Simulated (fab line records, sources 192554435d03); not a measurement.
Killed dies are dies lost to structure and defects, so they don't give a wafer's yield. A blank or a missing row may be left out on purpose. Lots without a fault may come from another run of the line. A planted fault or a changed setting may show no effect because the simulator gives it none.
A lot that was struck, set against a sound lot :: flow n5 finfet :: 17 steps out of a route of 1938
Sound: the wafers L876.2, L876.4, L876.6. Struck: wafer L882.6 (left out: L882.1, L882.3 of the same lot, which were not struck); the cause appears at the end.
At each step with rows: each side's tool, then ch and its chambers, then its first start. Under that, the readings that differ: sound wafers :: struck wafers :: difference of the means :: sigmas: that difference in standard deviations of wafers without a fault.
alike: same words and numbers on both sides, and readings whose means sit less than 2 such deviations apart. not compared: any withheld reading, any reading some wafer has no value for, any bound like >300 that may hide the same value, and any number with overlapping values for which the record gives no deviation.
The two part at a step that has a row with sigmas, a row that says differs or no value, or rows on one side only. When numbers do not overlap yet have no deviation, they are printed without sigmas and do not part them. A reading missing from all wafers of one side parts the sides only when that side holds two or more wafers.

N5_SDB_OVL_MEAS_12:
  sound on overlay-01 ch 0, day 6 00:58; struck on overlay-02 ch 0, day 7 14:02
  alike: SDB_OVL
N5_SDB_INSPECT_13: inspects for defects (brightfield).
  sound on defect inspect-02 at day 6 00:59; struck on defect inspect-01 at day 7 14:04
  alike: raw defect count
N5_SDB_DESCUM_16: chemistry O2, time 7.9 s.
  sound on rie diel-02 ch 0,1,2, day 6 01:29; struck on rie diel-05 ch 1, day 7 14:18
  alike: drypump motor current A, oes product au, rf vpp V, showerhead plenum p Torr, throttle valve pct
  not compared: rf hours counter h
then, 1 step without rows for these wafers: N5_SDB_ETCH_17 (etches SiARC in CF4, target depth 23.4 nm, time 39 s).
N5_SDB_ETCH_18: etches SOC in N2/H2, target depth 100 nm, overetch 20 nm, time 150 s.
  sound on rie diel-02 ch 0,1,2, day 6 01:33; struck on rie diel-05 ch 1, day 7 14:22
  alike: bias w, drypump motor current A, oes product au, rf vpp V, showerhead plenum p Torr, throttle valve pct
  not compared: rf hours counter h
then, 1 step without rows for these wafers: N5_SDB_STRIP_19 (strips in N2/H2).
N5_SDB_STRIP_21: strips in CF4.
  sound on rie diel-02 ch 0,1,2, day 6 01:41; struck on rie diel-05 ch 1, day 7 14:31
reading: rf vpp V (V)
sound: 273.3 271.0 273.2
struck: 269.0
difference: -3.5
sigmas: -2
  alike: drypump motor current A, oes product au, showerhead plenum p Torr, throttle valve pct
  not compared: rf hours counter h
then, 1 step without rows for these wafers: N5_SDB_HM_OPEN_20 (chemistry CH3F/O2, target SiNx, stops on poly-Si, target depth 24 nm).
N5_SDB_STRIP_22: strips in N2/H2.
  sound on plasma asher-02 ch 0,1, day 6 01:52; struck on plasma asher-02 ch 1, day 7 14:37
reading: strip time to endpoint s (s)
sound: 96.7 96.5 96.9
struck: 95.9
difference: -0.8
sigmas: -2
  alike: drypump motor current A, heater power w, oes product au
  not compared: rf hours counter h
then, 2 steps without rows for these wafers: N5_SDB_PRECLEAN_23 (cleans in dHF, time 30 s); N5_SDB_DUMMY_REMOVE_24 (chemistry TMAH, target poly-Si, stops on SiO2, target depth 142 nm, time 57 s, rinse time 30 s).
N5_SDB_ETCH_25: etches SiO2 in C4F6/O2, target depth 10 nm, time 3.3 s.
  sound on rie diel-02 ch 0,1, day 6 02:05; struck on rie diel-05 ch 2, day 7 14:50
reading: bias w (W)
sound: 185.8 185.8 185.8
struck: 184.3
difference: -1.5
sigmas: -3

reading: drypump motor current A (A)
sound: 5.8 5.8 5.2
struck: 6.6
difference: +1.0
sigmas: +2

reading: throttle valve pct (%)
sound: 21.08 21.08 20.93
struck: 21.54
difference: +0.51
sigmas: +3
  alike: mfc ar sccm, oes product au, rf vpp V, showerhead plenum p Torr
  not compared: rf hours counter h
N5_SDB_CUT_ETCH_26: etches Si in HBr/Cl2/O2, target depth 129.6 nm, bt time 20 s, time 51.8 s.
  sound on rie si-01 ch 0,3, day 6 02:10; struck on rie si-01 ch 2, day 7 14:55
reading: model.etch.depth nm (nm)
sound: 132.5 127.4 128.5
struck: 106.6
difference: -22.9
sigmas: 

reading: model.SDB.feature depth nm (nm)
sound: 132.6 127.4 128.6
struck: 106.6
difference: -22.9
sigmas: 

reading: model.SiNx_of_SDB_HM_DEP_00.thk nm (nm)
sound: 20.8 23.2 22.2
struck: 25.6
difference: +3.5
sigmas: 
  alike: HBr_flow_sccm, drypump motor current A, oes product au, throttle valve pct
  not compared: bias w, rf hours counter h
N5_SDB_PRECLEAN_38: cleans in dHF, time 10 s.
  sound on wet bench-04 ch 0,3,4, day 6 02:17; struck on wet bench-01 ch 5, day 7 15:02
reading: model.SiNx_of_SDB_HM_DEP_00.thk nm (nm)
sound: 20.8 23.2 22.2
struck: 25.6
difference: +3.5
sigmas: 
then, 1 step without rows for these wafers: N5_SDB_PRECLEAN_39 (cleans in O3/DIW, time 45 s).
-- the record jumps here: 5 days lie between the struck wafers' starts before and after (it left off in module SDB and takes up again in module BEOL_M4, whose first step shown is number 1111 of the route) --
N5_BEOL_M4_RC_MEAS_101:
  sound on prober-02 ch 0, day 10 03:08; struck on prober-02 ch 0, day 12 11:05
  alike: DIBL_N, DIBL_P, IOFF_N, IOFF_P, ION_N, ION_P, SS_N, SS_P, VT_N, VT_P
-- here the record skips 4 days between the struck wafers' starts before and after, leaving off in module BEOL_M4 and picking up in module PASSIVATION (first step shown: number 1936 of the route) --
N5_PASSIVATION_PROBE_49:
  sound on prober-02 at day 15 00:23; struck on prober-01 at day 16 18:23
reading: killed at front end
sound: 25 23 40
struck: 64
difference: +35
sigmas: +3

reading: sort_bin_6_memory (%)
sound: 1.9 2.9 3.6
struck: 4.7
difference: +1.9
sigmas: +3
  alike: defect limited yield, killed_at_M0_to_M3, killed_at_M4_up, killed at contacts, killed at other, killed dies, killed on rim, killed open, killed short, sort_bin_5_function, sort_bin_8_speed, sort n pass, sort yield pct

WHERE THEY PART
Last at N5_PASSIVATION_PROBE_49 as far as this record goes, first at N5_SDB_STRIP_21.

WHY: what had been put in by the simulator
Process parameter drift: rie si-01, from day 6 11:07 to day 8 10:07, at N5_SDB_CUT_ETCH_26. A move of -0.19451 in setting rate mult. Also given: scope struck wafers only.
